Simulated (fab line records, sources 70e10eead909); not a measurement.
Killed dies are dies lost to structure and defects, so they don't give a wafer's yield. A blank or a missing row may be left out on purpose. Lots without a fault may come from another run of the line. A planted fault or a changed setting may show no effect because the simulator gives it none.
A struck lot beside a sound one | flow nand_harc | 13 steps out of a route of 1159
Sound: wafers L433.1, L433.3, L433.4. Struck: wafers L449.2, L449.5, L449.6. The cause comes at the end.
At each step with rows: each side's tool, then ch and its chambers, then its first start. Under that, the readings that differ: sound wafers | struck wafers | difference of the means | sigmas: that difference in standard deviations of wafers without a fault.
alike: readings whose means differ by less than 2 such deviations, and words and numbers that are the same on both sides. not compared: withheld readings, readings that some wafer has no value for, bounds like >300 that may hide the same value, and numbers for which the record gives no deviation and whose values overlap.
The two part at a step that has a row with sigmas, a row that says differs or no value, or rows on one side only. Numbers that don't overlap but have no deviation are shown without sigmas and don't part them. A reading that every wafer of one side lacks parts them only if that side has two wafers or more.

NHARC_P_M1_PRE_CLEAN_30: time 30 s.
  sound on pvd_sputter-02; struck on pvd_sputter-03
  reading              | sound                | struck               | difference | sigmas
  susceptor_temp_C (C) | 279.43 280.01 279.65 | 280.30 280.29 280.03 | +0.51      | +3
  alike: heater_power_w
then, 1 step without rows for these wafers: NHARC_P_M1_PVD_20 (deposits TaN, target thk 5 nm, time 8.06 s).
NHARC_P_M1_PVD_21: deposits Cu, target thk 30 nm, time 20.49 s.
  sound on pvd_sputter-02; struck on pvd_sputter-03
  reading                | sound          | struck         | difference | sigmas
  throttle_valve_pct (%) | 28.5 28.6 29.9 | 32.1 31.0 32.3 | +2.8       | +3
then, 1 step without rows for these wafers: NHARC_P_M1_ECD_22 (material Cu, target thk 400 nm).
NHARC_P_M1_ANNEAL_31: time 90 s.
  sound on rtp_anneal-01 ch 0, day 7 05:32; struck on rtp_anneal-01 ch 0, day 11 00:23
  alike: wafer_temp_C_max
NHARC_P_M1_CMP_23: polishes, t overpolish 20 s, target thk 157.82 nm.
  sound on cmp-04 ch 1,2,3, day 7 05:53; struck on cmp-04 ch 1,2,3, day 11 00:44
  alike: edge_zone_pressure_frac, motor_current_A, time_to_endpoint_s
NHARC_P_M1_THK_MEAS_24: measures by xrf.
  sound on film_metro-02, day 7 06:11; struck on film_metro-02, day 11 00:59
  alike: thk_nm
then, 1 step without rows for these wafers: NHARC_P_M1_SRD_25.
NHARC_P_M1_INSPECT_27:
  sound on defect_inspect-02, day 7 06:21; struck on defect_inspect-02, day 11 01:08
  alike: raw_defect_count
NHARC_P_M1_PRE_CLEAN_32: time 12 s.
  sound on pecvd-03 ch 0,1, day 7 06:26; struck on pecvd-03 ch 0,2, day 11 01:13
  alike: heater_power_w, susceptor_temp_C
then, 1 step without rows for these wafers: NHARC_P_M1_DEP_33 (deposits SiCN, target thk 30 nm).
NHARC_P_M2_DEP_00: deposits SiOC, target thk 182.5 nm.
  sound on pecvd-03 ch 0,2, day 7 07:06; struck on pecvd-03 ch 0,2, day 11 02:01
  no value came back on the struck wafers for chamber_pressure_Torr (Torr), rf_fwd_power_W (W); on the sound wafers chamber_pressure_Torr (Torr) reads 5.000 5.009 5.009
then, 1 step without rows for these wafers: NHARC_P_M2_DEHYDRATE_01 (time 120 s).

WHERE THEY PART
First at NHARC_P_M1_PRE_CLEAN_30; last, within this record, at NHARC_P_M2_DEP_00.

WHY: what the simulator had put in
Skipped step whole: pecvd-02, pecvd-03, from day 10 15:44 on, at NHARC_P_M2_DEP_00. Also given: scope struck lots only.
